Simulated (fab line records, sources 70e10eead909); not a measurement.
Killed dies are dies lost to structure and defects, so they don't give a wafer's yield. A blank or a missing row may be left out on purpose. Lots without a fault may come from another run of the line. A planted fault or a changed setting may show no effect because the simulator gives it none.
Problem report in the 8D (eight disciplines) form, filled by code | flow nand_harc | the parts of the form that need people (team, actions taken, sign-off) are left out

1. THE PROBLEM
oes_product_au at NHARC_A_WL_FILL_ETCHBACK_26 reads a mean of 0.827 a.u. on 2 wafers of 2 lots; wafers without a fault read 0.998 a.u. with a standard deviation of 0.0072. That is -24 standard deviations from the usual mean.
The step: etches the open film in HBr, target depth 52 nm, time 13.3 s.
First seen on wafer L981.4, day 29 19:02, on rie_si-02. The record holds 33 wafers of 11 lots with a number at this step. Rule for "out", or "out of limits": more than 4 standard deviations from the usual mean. The other wafers with a number count as sound.

2. WHAT IT IS AND WHAT IT IS NOT
question                    | is                | is not
which readings at this step | oes_product_au    | bias_w, drypump_motor_current_A, throttle_valve_pct
which lots                  | L980, L981        | L959, L961, L964, L967, L968, L970, L975, L979, L982
which wafers of those lots  | L980.4, L981.4    | L980.1, L980.3, L981.5, L981.6
read on which tools         | rie_si-02         | rie_si-01, rie_si-06
when                        | from day 29 19:02 | up to then (23 sound wafers); but 8 sound wafers of L979, L980, L982 came after

3. SUSPECTS, AND WHAT RULES EACH OUT
Counting: a tool at a process step up to the reading stays a suspect if it ran every lot that is out. Sound lots after the first of them don't rule it out here, since some wafers of a struck lot are sound.
- rie_si-02 at NHARC_A_WL_FILL_ETCHBACK_26 (etches the open film in HBr, target depth 52 nm, time 13.3 s): kept. It ran every lot that is out, first L981 (day 29 19:02); its last sound lot up to then is L968 (day 24 12:57). Its own readings are out on those wafers: oes_product_au.
Left after counting: rie_si-02 at NHARC_A_WL_FILL_ETCHBACK_26.

4. THE CAUSE (what the simulator had put in)
Process parameter drift: rie_si-02, from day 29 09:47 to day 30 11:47, at NHARC_A_WL_FILL_ETCHBACK_26. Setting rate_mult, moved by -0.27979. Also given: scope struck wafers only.
Counting left only this tool.

5. THE CHAIN OF EFFECTS, in route order
Each row: a reading whose mean over the struck wafers that have a number lies more than 3 standard deviations from the usual. Only readings for which the record gives a usual standard deviation are gone through. hours: the time from each lot's start at the first step in this table that gives one to its start at this step, as a median over the lots. sigmas: the change in usual standard deviations.
hours | step                        | reading        | usual      | on struck wafers | change | sigmas
0     | NHARC_A_WL_FILL_ETCHBACK_26 | oes_product_au | 0.998 a.u. | 0.827            | -0.171 | -24
The process steps in it:
- NHARC_A_WL_FILL_ETCHBACK_26: etches the open film in HBr, target depth 52 nm, time 13.3 s.

6. WHAT WOULD HAVE CAUGHT IT SOONER
In this record the first reading out of limits was taken at day 29 19:02, 9 hours after the fault began at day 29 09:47.
